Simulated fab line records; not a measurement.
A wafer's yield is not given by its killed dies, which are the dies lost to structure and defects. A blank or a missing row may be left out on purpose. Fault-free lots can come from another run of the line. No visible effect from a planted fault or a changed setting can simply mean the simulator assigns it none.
fab line records    flow nandHarc
record: lots: 14  wafers: 42  lastDay: 24
route steps=1159 shown P_CONTACT@235
lots with no fault: from the same line, run without faults
startH: start of the lot's first displayed wafer, in hours after the record's first day    waitH: hours elapsed since this lot's preceding step    " repeats the value in the row above    L1.1+2: one row covering several wafers at once    - no value, or no start was given    * or withheld: withheld    < > ~ a bound
route shown NAME@n: NAME is a module with steps in the file, n the number in the route of the first one    usual: mean/standard deviation taken from wafers without a fault    same: alike in all rows    chamber/n: place in a boat    sites: per-site readings    _std_site: the standard deviation of these    _edge_site: the outer-site mean with the inner-site mean subtracted    radiusMm: for every site, how far away it sits from the centre of the wafer    mask NAME#n: copy n    behind: the tool/chamber that last shaped the wafer    hold: reason for holding the lot/hours on hold/outcome of the hold    device: the transistor (n, p or np) that didn't switch    end of line: tests run on the same wafers once the route is complete    where a step has no rows: the recipe by itself    killed: the dies lost at the first sort to structure and to defects; this is not the yield of the wafer    map: the dies of a wafer, with x for killed, . for not killed, _ for no die there
set.NAME: the setting that was run; set.NAME@STEP: the one run at that earlier step    model.NAME: the simulator's own value behind a step, which no gauge read
a sample of lots followed through the steps of the route, with each step as a table and each wafer as a row
services: when a tool's chamber went out of use (startH, in hours from the record's first day, below 0 if earlier), for how many hours, and the reason
== steps ==
step: NHARC_P_CONTACT_DESCUM_17
recipe: timeS: 3  o2FlowSccm: 200  arFlowSccm: 0  biasPowerW: 0  chemistry: O2
usual: drypumpMotorCurrentA: 5.6/0.39  o2FlowSccm: 199.9/0.63  oesProductAu: 1.003/0.0077  rfVppV: 58.0/0.9  showerheadPlenumPTorr: 1.97/0.097  throttleValvePct: 11.311/0.0092
lot.wafer  tool        chamber  startH  waitH  drypumpMotorCurrentA  o2FlowSccm  oesProductAu  rfHoursCounterH  rfVppV  showerheadPlenumPTorr  throttleValvePct
L959.4     rieDiel-07  2        110.08  0.1    5.5                   199.6       1.013         6                58.4    1.99                   11.309
L959.2     "           3        "       "      5.3                   200.5       1.004         4                57.5    1.92                   11.307
L959.5     "           2        "       "      5.5                   198.7       1.006         -                58.5    1.99                   11.297
L963.3     rieDiel-07  0        129.90  0.1    6.0                   201.0       0.997         7                56.2    1.83                   11.305
L963.4     "           1        "       "      5.3                   200.3       1.002         7                56.8    1.84                   11.323
L963.5     "           1        "       "      5.3                   200.9       0.982         -                58.2    1.84                   11.317
L962.1     rieDiel-11  2        130.44  0.1    4.7                   199.5       1.006         11               59.5    2.05                   11.299
L962.4     "           0        "       "      5.5                   198.5       1.009         11               57.9    2.06                   11.319
L962.2     "           1        "       "      5.6                   199.2       1.013         11               57.9    2.03                   11.321
L964.1     rieDiel-07  0        146.40  0.1    6.0                   199.8       0.994         8                57.2    1.83                   11.303
L964.6     "           0        "       "      6.0                   199.5       1.008         -                58.6    1.83                   11.306
L964.5     "           1        "       "      5.3                   199.8       1.000         -                58.3    1.84                   11.321
L965.4     rieDiel-06  2        147.25  0.1    5.8                   199.1       1.009         26               57.5    2.03                   11.313
L965.3     "           3        "       "      5.5                   200.3       1.005         27               58.4    2.07                   11.309
L965.5     "           2        "       "      5.8                   198.9       1.006         -                58.3    2.03                   11.308
L966.3     rieDiel-11  3        154.78  0.1    5.6                   199.1       0.991         14               57.8    2.06                   11.308
L966.2     "           0        "       "      5.5                   200.5       1.003         13               58.0    2.06                   11.322
L966.6     "           1        "       "      5.6                   199.9       0.994         -                59.1    2.03                   11.312
L968.3     rieDiel-07  3        170.84  0.1    5.3                   200.3       1.010         9                58.6    1.92                   11.317
L968.1     "           2        "       "      5.5                   200.4       1.003         11               57.6    1.98                   11.319
L968.5     "           0        "       "      6.0                   199.4       0.997         -                57.3    1.83                   11.308
L967.3     rieDiel-11  0        171.01  0.1    5.5                   200.2       1.012         14               59.6    2.06                   11.319
L967.4     "           1        "       "      5.6                   199.4       1.011         15               57.8    2.03                   11.298
L967.6     "           2        "       "      4.6                   199.8       1.012         -                57.2    2.05                   11.311
L969.3     rieDiel-07  2        175.99  0.1    5.5                   199.9       0.995         12               59.0    1.98                   11.313
L969.1     "           0        "       "      6.0                   200.1       0.999         12               57.6    1.83                   11.313
L969.6     "           2        "       "      5.5                   200.3       1.003         -                56.6    1.98                   11.311
L971.4     rieDiel-07  2        188.10  0.1    5.5                   199.4       1.003         13               59.0    1.98                   11.315
L971.2     "           0        "       "      6.0                   198.8       1.006         12               57.0    1.83                   11.309
L971.6     "           1        "       "      5.3                   199.5       0.994         -                58.9    1.84                   11.307
L975.1     rieDiel-11  1        213.64  0.1    5.6                   199.3       1.007         1                57.6    2.03                   11.286
L975.2     "           2        "       "      4.7                   199.9       1.027         1                58.8    2.05                   11.316
L975.6     "           1        "       "      5.6                   199.5       1.011         -                58.0    2.03                   11.328
L979.1     rieDiel-11  1        230.52  0.1    5.7                   199.3       1.004         2                57.1    2.03                   11.321
L979.6     "           1        "       "      5.7                   200.1       0.999         -                59.0    2.03                   11.308
L979.5     "           2        "       "      4.7                   200.7       1.015         -                57.8    2.05                   11.307
L980.1     rieDiel-11  3        236.93  0.1    5.6                   200.8       1.006         3                57.6    2.06                   11.328
L980.4     "           2        "       "      4.6                   200.2       1.008         3                57.2    2.05                   11.328
L980.5     "           0        "       "      5.5                   199.5       1.002         -                59.0    2.06                   11.310
L981.4     rieDiel-06  1        238.99  0.1    6.3                   199.7       1.008         62               57.3    1.79                   11.300
L981.2     "           3        "       "      5.5                   200.6       1.001         59               58.4    2.06                   11.305
L981.6     "           2        "       "      5.8                   199.0       1.007         -                56.4    2.02                   11.323
step: NHARC_P_CONTACT_ETCH_36
recipe: targetDepthA: 2600  overEtchFrac: 0.25  timeS: 406.25  ionEnergyEv: 200  n2FlowSccm: 150  h2FlowSccm: 150  arFlowSccm: 0  rfW: 400  biasW: 150  chemistry: N2/H2
usual: drypumpMotorCurrentA: 5.5/0.39  h2FlowSccm: 150.0/0.48  oesProductAu: 1.002/0.0073  rfVppV: 432.2/2.9  showerheadPlenumPTorr: 2.10/0.1  throttleValvePct: 14.171/0.0091
lot.wafer  tool        chamber  startH  waitH  drypumpMotorCurrentA  h2FlowSccm  oesProductAu  rfHoursCounterH  rfVppV  showerheadPlenumPTorr  throttleValvePct
L959.2     rieDiel-07  0        -       -      6.0                   149.8       1.000         5                428.0   1.95                   14.166
L959.4     "           2        "       "      5.5                   149.8       1.000         6                433.2   2.12                   14.152
L959.5     "           3        "       "      5.3                   149.7       0.997         -                430.4   2.05                   14.178
L963.4     rieDiel-07  3        -       -      5.3                   149.9       1.000         6                430.5   2.04                   14.177
L963.3     "           0        "       "      6.0                   150.5       1.007         7                429.0   1.95                   14.178
L963.5     "           1        "       "      5.3                   150.4       0.992         -                427.9   1.96                   14.174
L962.1     rieDiel-11  2        -       -      4.6                   150.0       1.009         11               434.2   2.19                   14.149
L962.4     "           3        "       "      5.6                   149.4       1.005         11               434.3   2.21                   14.166
L962.2     "           1        "       "      5.7                   150.5       1.012         11               434.6   2.17                   14.171
L964.1     rieDiel-07  0        -       -      5.9                   150.3       1.000         8                427.0   1.95                   14.180
L964.5     "           3        "       "      5.3                   149.2       1.009         -                430.0   2.04                   14.167
L964.6     "           0        "       "      6.0                   150.4       1.004         -                429.5   1.95                   14.162
L965.4     rieDiel-06  1        -       -      6.3                   150.0       0.993         24               427.8   1.92                   14.174
L965.3     "           2        "       "      5.8                   149.0       1.003         26               433.8   2.17                   14.171
L965.5     "           1        "       "      6.3                   150.5       0.990         -                427.7   1.92                   14.169
L966.2     rieDiel-11  1        -       -      5.6                   150.0       1.012         14               433.2   2.17                   14.164
L966.3     "           0        "       "      5.5                   149.6       1.007         13               434.2   2.20                   14.165
L966.6     "           1        "       "      5.7                   149.9       1.003         -                434.4   2.17                   14.177
L968.3     rieDiel-07  3        -       -      5.3                   149.6       0.999         9                431.2   2.04                   14.164
L968.1     "           1        "       "      5.3                   150.3       0.999         11               429.3   1.96                   14.174
L968.5     "           3        "       "      5.4                   150.3       1.006         -                430.1   2.04                   14.162
L967.4     rieDiel-11  3        -       -      5.6                   150.2       0.998         15               436.9   2.21                   14.165
L967.3     "           0        "       "      5.5                   149.7       1.003         14               434.8   2.20                   14.189
L967.6     "           2        "       "      4.6                   149.8       1.002         -                434.9   2.19                   14.175
L969.1     rieDiel-07  0        -       -      6.0                   150.5       1.005         12               428.9   1.95                   14.183
L969.3     "           1        "       "      5.3                   150.4       0.996         12               429.1   1.96                   14.179
L969.6     "           1        "       "      5.3                   150.6       0.993         -                427.9   1.96                   14.172
L971.4     rieDiel-07  3        -       -      5.3                   149.8       1.001         11               430.3   2.04                   14.174
L971.2     "           0        "       "      5.9                   149.8       1.015         13               427.1   1.95                   14.155
L971.6     "           3        "       "      5.4                   149.3       1.004         -                430.5   2.04                   14.175
L975.1     rieDiel-11  2        -       -      4.6                   150.2       1.014         1                433.6   2.19                   14.171
L975.2     "           0        "       "      5.5                   150.1       1.001         1                437.0   2.20                   14.198
L975.6     "           1        "       "      5.6                   149.9       1.016         -                433.7   2.17                   14.167
L979.1     rieDiel-11  0        -       -      5.5                   150.1       1.005         2                434.3   2.20                   14.174
L979.5     "           0        "       "      5.5                   149.8       1.001         -                435.5   2.20                   14.157
L979.6     "           1        "       "      5.6                   150.1       1.009         -                433.4   2.17                   14.152
L980.4     rieDiel-11  3        -       -      5.6                   149.5       1.003         3                434.5   2.20                   14.168
L980.1     "           0        "       "      5.5                   150.0       1.009         3                434.4   2.20                   14.180
L980.5     "           3        "       "      5.6                   149.7       1.004         -                434.2   2.20                   14.168
L981.4     rieDiel-06  0        -       -      5.6                   150.0       1.003         61               429.9   2.07                   14.183
L981.2     "           1        "       "      6.3                   149.6       1.000         62               424.0   1.90                   14.166
L981.6     "           0        "       "      5.7                   150.2       0.996         -                430.4   2.07                   14.157
step: NHARC_P_CONTACT_ETCH_18
recipe: targetDepthA: 4810  timeS: 240.5  c4f8FlowSccm: 20  o2FlowSccm: 10  arFlowSccm: withheld  rfW: 600  biasW: 1500  chemistry: C4F8/O2/Ar
usual: oesProductAu: 0.961/0.018  rfVppV: 982/6.6
lot.wafer  tool        chamber  startH  waitH  oesProductAu  rfHoursCounterH  rfVppV
L959.4     rieDiel-07  3        -       -      0.980         4                978
L959.2     "           0        "       "      0.974         5                972
L959.5     "           2        "       "      0.963         -                982
L963.3     rieDiel-07  0        -       -      0.963         7                973
L963.4     "           1        "       "      0.960         7                973
L963.5     "           1        "       "      0.957         -                973
L962.4     rieDiel-11  0        -       -      0.963         11               987
L962.1     "           1        "       "      0.957         11               986
L962.2     "           2        "       "      0.954         11               988
L964.1     rieDiel-07  0        -       -      0.962         9                973
L964.6     "           2        "       "      0.981         -                983
L964.5     "           3        "       "      0.981         -                980
L965.4     rieDiel-06  2        -       -      0.917         26               986
L965.3     "           1        "       "      0.915         24               971
L965.5     "           3        "       "      0.922         -                987
L966.3     rieDiel-11  1        -       -      0.970         14               988
L966.2     "           0        "       "      0.968         14               987
L966.6     "           2        "       "      1.010         -                986
L968.3     rieDiel-07  2        -       -      0.972         11               984
L968.1     "           3        "       "      0.964         10               979
L968.5     "           0        "       "      0.965         -                972
L967.3     rieDiel-11  2        -       -      0.931         14               989
L967.4     "           3        "       "      0.936         15               987
L967.6     "           3        "       "      0.939         -                988
L969.1     rieDiel-07  1        -       -      0.963         12               975
L969.3     "           2        "       "      0.967         12               983
L969.6     "           0        "       "      0.956         -                973
L971.2     rieDiel-07  2        -       -      0.958         14               983
L971.4     "           1        "       "      0.954         14               972
L971.6     "           3        "       "      0.967         -                981
L975.1     rieDiel-11  0        -       -      0.980         1                989
L975.2     "           2        "       "      0.963         1                988
L975.6     "           3        "       "      0.979         -                988
L979.1     rieDiel-11  1        -       -      0.971         2                983
L979.5     "           0        "       "      0.981         -                987
L979.6     "           1        "       "      0.958         -                985
L980.4     rieDiel-11  0        -       -      0.965         3                989
L980.1     "           2        "       "      0.986         3                987
L980.5     "           3        "       "      0.972         -                988
L981.4     rieDiel-06  3        -       -      0.979         59               989
L981.2     "           0        "       "      0.966         61               980
L981.6     "           1        "       "      0.961         -                969
step: NHARC_P_CONTACT_CMP_24
recipe: tOverpolishS: 30  targetThkNm: 200
usual: edgeZonePressureFrac: 0.999/0.005  motorCurrentA: 12.1/1.3  overpolishRunS: 30.000/0.0096  slurryFlowMlMin: 150.0/0.47  timeToEndpointS: 40.1/2.6
lot.wafer  tool    chamber  startH  waitH  edgeZonePressureFrac  motorCurrentA  overpolishRunS  slurryFlowMlMin  timeToEndpointS
L959.4     cmp-03  1        116.04  0.3    0.989                 11.1           30.007          149.7            39.9
L959.2     "       3        "       "      1.001                 11.0           29.980          150.2            44.3
L959.5     "       1        "       "      0.996                 11.6           30.002          149.5            40.3
L963.3     cmp-04  3        132.57  0.4    1.009                 12.5           30.001          149.2            39.1
L963.4     "       0        "       "      1.004                 15.0           29.999          150.3            39.8
L963.5     "       0        "       "      1.003                 15.7           30.002          149.6            39.1
L962.4     cmp-02  2        133.28  0.3    1.010                 10.8           29.998          148.4            41.6
L962.2     "       3        "       "      0.999                 12.9           29.999          150.6            44.0
L962.1     "       0        "       "      0.989                 12.8           29.999          149.5            40.8
L964.1     cmp-03  3        153.40  0.5    1.003                 11.7           29.994          150.0            41.1
L964.6     "       0        "       "      1.000                 13.7           29.999          150.0            44.1
L964.5     "       1        "       "      0.997                 12.0           29.986          149.8            42.4
L965.3     cmp-03  1        153.86  0.4    0.997                 12.1           30.009          150.0            44.5
L965.4     "       0        "       "      0.995                 13.3           29.998          150.6            46.9
L965.5     "       1        "       "      0.996                 11.9           29.986          150.4            43.5
L966.2     cmp-02  2        158.21  0.5    0.995                 11.2           30.015          150.3            39.7
L966.3     "       0        "       "      0.990                 12.7           30.000          150.2            39.1
L966.6     "       3        "       "      0.992                 11.6           29.991          150.1            43.1
L968.1     cmp-02  3        173.56  0.5    1.005                 12.4           29.995          150.5            38.2
L968.3     "       1        "       "      1.003                 10.9           30.016          150.3            34.8
L968.5     "       2        "       "      1.001                 11.1           29.990          149.5            36.5
L967.3     cmp-03  1        173.78  0.4    -                     -              -               -                -
L967.4     "       3        "       "      -                     -              -               -                -
L967.6     "       1        "       "      -                     -              -               -                -
L969.1     cmp-03  3        183.49  0.5    -                     -              -               -                -
L969.3     "       2        "       "      -                     -              -               -                -
L969.6     "       0        "       "      -                     -              -               -                -
L971.2     cmp-03  2        190.82  0.5    0.999                 11.8           30.010          149.9            39.9
L971.4     "       0        "       "      0.999                 13.6           30.006          150.4            36.9
L971.6     "       1        "       "      1.003                 12.3           30.009          150.0            34.0
L975.1     cmp-03  3        216.76  0.5    0.996                 10.8           30.000          150.4            39.7
L975.2     "       1        "       "      0.999                 12.1           30.006          150.5            37.5
L975.6     "       2        "       "      1.008                 11.3           29.998          150.2            38.0
L979.1     cmp-04  2        237.12  0.5    1.006                 13.1           30.001          150.0            43.8
L979.5     "       3        "       "      1.006                 11.9           29.981          150.1            41.0
L979.6     "       0        "       "      0.996                 14.9           29.985          149.9            41.2
L980.4     cmp-03  3        239.64  0.4    0.999                 10.9           29.996          149.3            37.4
L980.1     "       0        "       "      0.997                 14.1           29.997          150.9            40.9
L980.5     "       0        "       "      0.996                 13.9           30.001          150.2            38.7
L981.2     cmp-03  3        241.75  0.5    1.006                 11.7           30.006          150.3            43.0
L981.4     "       2        "       "      1.001                 11.0           29.989          149.5            42.9
L981.6     "       3        "       "      1.002                 10.7           30.007          149.9            43.5
step: NHARC_P_CONTACT_INSPECT_27
usual: rawDefectCount: 296/110
lot.wafer  tool              chamber  startH  waitH  rawDefectCount
L959.2     defectInspect-02  -        116.45  0.1    357
L959.4     "                 -        "       "      364
L959.5     "                 -        "       "      187
L963.3     defectInspect-01  -        132.99  0.1    223
L963.4     "                 -        "       "      588
L963.5     "                 -        "       "      539
L962.1     defectInspect-02  -        133.68  0.1    344
L962.2     "                 -        "       "      187
L962.4     "                 -        "       "      154
L964.1     defectInspect-02  -        153.73  0.1    300
L964.5     "                 -        "       "      423
L964.6     "                 -        "       "      535
L965.3     defectInspect-01  -        154.26  0.1    338
L965.4     "                 -        "       "      377
L965.5     "                 -        "       "      295
L966.2     defectInspect-02  -        158.61  0.1    193
L966.3     "                 -        "       "      253
L966.6     "                 -        "       "      228
L968.1     defectInspect-01  -        173.94  0.1    186
L968.3     "                 -        "       "      274
L968.5     "                 -        "       "      127
L967.3     defectInspect-01  -        174.18  0.1    2430
L967.4     "                 -        "       "      2444
L967.6     "                 -        "       "      2486
L969.1     defectInspect-02  -        183.89  0.1    2339
L969.3     "                 -        "       "      2246
L969.6     "                 -        "       "      2506
L971.2     defectInspect-02  -        191.20  0.1    219
L971.4     "                 -        "       "      305
L971.6     "                 -        "       "      207
L975.1     defectInspect-02  -        217.14  0.1    230
L975.2     "                 -        "       "      431
L975.6     "                 -        "       "      383
L979.1     defectInspect-02  -        237.45  0.1    269
L979.5     "                 -        "       "      196
L979.6     "                 -        "       "      400
L980.1     defectInspect-02  -        240.04  0.1    519
L980.4     "                 -        "       "      284
L980.5     "                 -        "       "      419
L981.2     defectInspect-02  -        242.16  0.1    306
L981.4     "                 -        "       "      261
L981.6     "                 -        "       "      346
== services ==
tool        chamber  startH  hours  kind
rieDiel-11  0        95.02   -      clean
rieDiel-11  1        95.02   -      clean
rieDiel-11  2        95.02   -      clean
rieDiel-11  3        95.02   -      clean
cmp-02      -        101.94  1.9    repair
cmp-04      -        106.98  4.0    pm
rieDiel-07  -        108.36  0.9    repair
rieDiel-11  2        109.19  7.4    repair
cmp-02      -        128.50  4.0    pm
rieDiel-11  2        149.65  5.6    repair
cmp-02      -        153.24  1.5    repair
cmp-03      -        157.17  4.0    pm
rieDiel-07  3        173.97  4.9    repair
rieDiel-07  0        179.07  7.1    repair
rieDiel-11  -        189.50  9.0    pm
cmp-04      -        197.43  1.3    repair
cmp-04      -        204.98  4.0    pm
cmp-02      -        206.34  1.3    repair
cmp-03      -        218.23  0.4    repair
cmp-02      -        226.59  4.0    pm
cmp-04      -        227.00  1.6    repair
rieDiel-07  -        228.20  9.0    pm
cmp-04      -        235.24  0.9    repair
rieDiel-06  -        241.34  9.0    pm
== key ==
firstSign: step: NHARC_P_CONTACT_CMP_24  reading: toolRecord  direction: missing
effect: step: NHARC_P_CONTACT_INSPECT_27  reading: rawDefectCount  direction: up  sigmas: 19  usual: 296  struck: 2408
metAt NHARC_P_CONTACT_CMP_24
struckLots L967,L969
laterRowsLeftOut L967.3,L967.4,L967.6,L969.1,L969.3,L969.6
sortLeftOut L967.3,L967.4,L967.6,L969.1,L969.3,L969.6
testerLeftOut L967,L969
notActingAt NHARC_P_CONTACT_DESCUM_17,NHARC_P_CONTACT_ETCH_36,NHARC_P_CONTACT_ETCH_18
onsetBetween 153.86 173.78
fault: kind: skippedStepWhole  tool: cmp-03  chamber: -  onsetH: 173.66  steps: NHARC_P_CONTACT_CMP_24  scope: struckLotsOnly
testerLeftOut: of these lots the tester's yield and bins aren't shown, on N5 and GAA mostly nor the transistor test; their killed dies are dies lost to structure and defects alone, not to doping, threshold or leakage, so they don't give the yield
sortLeftOut: the simulated sort isn't trusted on such a fault, so these wafers' sort isn't shown, and their yield isn't known
laterRowsLeftOut: the simulator's readings of these wafers behind a module that went badly wrong aren't trusted and aren't shown, but for the sort
